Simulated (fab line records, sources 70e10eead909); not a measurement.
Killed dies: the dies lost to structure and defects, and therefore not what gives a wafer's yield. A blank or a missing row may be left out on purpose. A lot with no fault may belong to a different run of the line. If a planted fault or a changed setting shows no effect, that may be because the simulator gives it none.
Chamber matching + flow nandHarc + NHARC_A_STAIRCASE_ETCH_253 on rieDiel-01 has 4 sister chambers
The step etches the open film in C4F8/O2, target depth 50 nm, time 20.2 s. 4 wafers are shown with their chamber, then 9 later ones without.

== WAFERS, EACH WITH ITS CHAMBER ==
| wafer  | chamber | rfVppV (V) |
|--------|---------|------------|
| L075.5 | 3       | 889        |
| L083.6 | 2       | 904        |
| L087.5 | 0       | 892        |
| L087.6 | 1       | 896        |

== WAFERS WHOSE CHAMBER IS MISSING ==
| wafer  | rfVppV (V) |
|--------|------------|
| L090.3 | 889        |
| L090.4 | 903        |
| L090.6 | 904        |
| L091.3 | 895        |
| L091.4 | 889        |
| L091.6 | 903        |
| L094.2 | 888        |
| L094.4 | 893        |
| L094.6 | 894        |

== WHICH CHAMBER EACH WENT THROUGH ==
| wafer  | from the rows above     | in truth |
|--------|-------------------------|----------|
| L090.3 | 3                       | 3        |
| L090.4 | 2                       | 2        |
| L090.6 | 2                       | 2        |
| L091.3 | 1                       | 1        |
| L091.4 | 3                       | 3        |
| L091.6 | 2                       | 2        |
| L094.2 | 3                       | 3        |
| L094.4 | 0                       | 0        |
| L094.6 | can't be placed: 0 or 1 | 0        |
Correct placement for 8 of the 9. Can't be placed from these rows: 1 (the true chamber is among the candidates in 1). Placed wrongly: 0.
How it was worked out, from the rows above alone: a wafer's distance from a chamber is the root of the sum, over the readings, of the square of ((its reading less the chamber's mean) divided by the reading's scatter). If the next closest chamber is less than 2 further off than the closest, the wafer can't be placed; otherwise it belongs to the closest. For every chamber, the mean is computed from those of its wafers that are shown. The scatter: root of mean squared gap, hidden wafer to nearest shown wafer, with one shown wafer a chamber.
